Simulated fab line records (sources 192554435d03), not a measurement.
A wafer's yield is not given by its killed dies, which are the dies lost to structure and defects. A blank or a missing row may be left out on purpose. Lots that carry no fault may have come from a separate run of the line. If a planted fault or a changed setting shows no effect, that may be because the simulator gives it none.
Comparing a struck lot with a sound one | flow n5Finfet | 38 out of 1938 route steps
Sound: these wafers, L460.2, L460.4, L460.6. The struck wafers were L452.1, L452.4, L452.6. The cause comes at the end.
At each step with rows: each side's tool, then ch and its chambers, then its first start. Under that, the readings that differ: sound wafers | struck wafers | difference of the means | sigmas: that difference in standard deviations of wafers without a fault.
alike: a reading whose means differ by less than 2 such deviations, as well as words and numbers matching on both sides. not compared: withheld readings; readings where some wafer has no value; bounds like >300 that might hide an equal value; numbers whose values overlap and for which the record gives no deviation.
Wherever a step has rows on one side only, a row that says differs or no value, or a row with sigmas, the two part there. Numbers that have no deviation but don't overlap get no sigmas and don't part them. A reading that every wafer of one side lacks parts them only if that side has two wafers or more.

first, 9 steps without rows for these wafers: N5_BEOL_M4_ANNEAL_95 (time 240 s); N5_BEOL_M4_SPUTTER_96 (material Cu, target thk 4.5 nm, time 8.29 s); N5_BEOL_M4_ECD_50 (material Cu, target thk 300 nm); N5_BEOL_M4_ANNEAL_51 (time 90 s); N5_BEOL_M4_CMP_52 (polishes, stops on SiOC, t overpolish 6.8 s, target thk 40 nm); N5_BEOL_M4_PRE_CLEAN_60 (time 15 s); N5_BEOL_M4_CO_CAP_55 (material Co, precursor CCTBA/H2, target thk 2 nm, time 102.1 s); N5_BEOL_M4_PRE_CLEAN_56 (time 15 s); N5_BEOL_M4_DEP_57 (deposits SiCN from 3MS/NH3, target thk 8 nm, time 14 s).
N5_BEOL_M4_RC_MEAS_101:
  sound on prober-01 ch 0, day 13 10:15; struck on prober-02 ch 0, day 11 16:30
reading   | sound          | struck         | difference | sigmas
VT_P (mV) | -253 -253 -254 | -245 -249 -246 | +7         | +2
  alike: DIBL_N, DIBL_P, IOFF_N, IOFF_P, ION_N, ION_P, SS_N, SS_P, VT_N
then, 24 steps without rows for these wafers: N5_BEOL_M5_ILD_DEP_00 (deposits SiCOH lowk from DEMS/porogen, target thk 140.64 nm, time 25.9 s); N5_BEOL_M5_CURE_79 (cures SiCOH lowk, time 240 s); N5_BEOL_M5_PECVD_70 (deposits SiO2 from TEOS/O2, target thk 16 nm, time 18 s); N5_BEOL_M5_HM_DEP_02 (deposits TiN, target thk 20 nm); N5_BEOL_M5_COAT_59 (time 60 s, resist thk 60 nm); N5_BEOL_M5_COAT_60 (time 60 s, resist thk 12 nm); N5_BEOL_M5_COAT_71 (time 60 s, resist thk 5 nm); N5_BEOL_M5_COAT_05 (resist thk 30 nm); N5_BEOL_M5_EBR_07; N5_BEOL_M5_SOFTBAKE_06 (time 60 s); N5_BEOL_M5_EXPOSE_08 (exposes mask M5, target cd 28 nm); N5_BEOL_M5_PEB_09 (peb time 60 s); N5_BEOL_M5_DEVELOP_10 (develop time 30 s); N5_BEOL_M5_DESCUM_16 (chemistry O2, time 7 s); N5_BEOL_M5_ETCH_72 (etches underlayer in N2/H2, target depth 6.5 nm, time 5.2 s); N5_BEOL_M5_ETCH_61 (etches SiARC in CF4, target depth 15.6 nm, time 26 s); N5_BEOL_M5_ETCH_62 (etches SOC in N2/H2, target depth 75 nm, overetch 15 nm, time 112.5 s); N5_BEOL_M5_STRIP_63 (strips in N2/H2); N5_BEOL_M5_STRIP_73 (strips in N2/H2); N5_BEOL_M5_STRIP_64 (strips in CF4); N5_BEOL_M5_HM_OPEN_17 (chemistry Cl2/BCl3, target TiN, target depth 20 nm, overetch 6 nm); N5_BEOL_M5_STRIP_19 (strips in O2); N5_BEOL_M5_COAT_65 (time 60 s, resist thk 60 nm); N5_BEOL_M5_COAT_66 (time 60 s, resist thk 12 nm).
-- here the record skips 3 days between the struck wafers' starts before and after, leaving off in module BEOL_M5 and picking up in module BEOL_M11 (first step shown: number 1558 of the route) --
N5_BEOL_M11_STRIP_19: strips in O2.
  sound on rieDiel-02 ch 0,1, day 16 00:56; struck on rieDiel-04 ch 0,3, day 14 09:35
  no value came back on the struck wafers for any of 7 readings (biasPowerW (W), chamberPressureMTorr (mTorr) and others); on the sound wafers biasPowerW (W) reads 0 0 0
reading                                  | sound | struck       | difference | sigmas
model.SOC_of_BEOL_M11_COAT_59.thkNm (nm) | 0 0 0 | 91.8 92 91.6 | +91.8      | 
  not compared: rfHoursCounterH
N5_BEOL_M11_ETCH_66: etches SOC in N2/H2, target depth 120 nm, overetch 24 nm, time 180 s.
  sound on rieDiel-05 ch 0,2, day 16 02:25; struck on rieDiel-05 ch 1,2,3, day 14 10:34
reading                 | sound             | struck            | difference | sigmas
oesProductAu (a.u.)     | 0.55 0.62 0.55    | 0.68 0.75 0.94    | +0.22      | +3
model.etch.depthNm (nm) | 100.2 100.4 100.2 | 141.6 144.9 144.2 | +43.3      | 
  alike: drypumpMotorCurrentA, rfVppV, showerheadPlenumPTorr, throttleValvePct
  not compared: rfHoursCounterH
N5_BEOL_M11_VIA_ETCH_34: etches SiCOH lowk in C4F6/O2, target depth 184.5 nm, time 69.2 s.
  sound on rieDiel-05 ch 0,2, day 16 02:33; struck on rieDiel-05 ch 1,2,3, day 14 10:41
reading             | sound          | struck         | difference | sigmas
oesProductAu (a.u.) | 0.67 0.77 0.67 | 0.26 0.28 0.35 | -0.41      | -5
  alike: drypumpMotorCurrentA, oes_o_777_au, rfVppV, showerheadPlenumPTorr, throttleValvePct
  not compared: rfHoursCounterH
N5_PASSIVATION_PROBE_49:
  only the struck wafers here have rows in the record (prober-01, day 16 05:10); the sound ones have none

WHERE THEY PART
Last at N5_PASSIVATION_PROBE_49 as far as this record goes, first at N5_BEOL_M4_RC_MEAS_101.

WHY: the cause the simulator had injected
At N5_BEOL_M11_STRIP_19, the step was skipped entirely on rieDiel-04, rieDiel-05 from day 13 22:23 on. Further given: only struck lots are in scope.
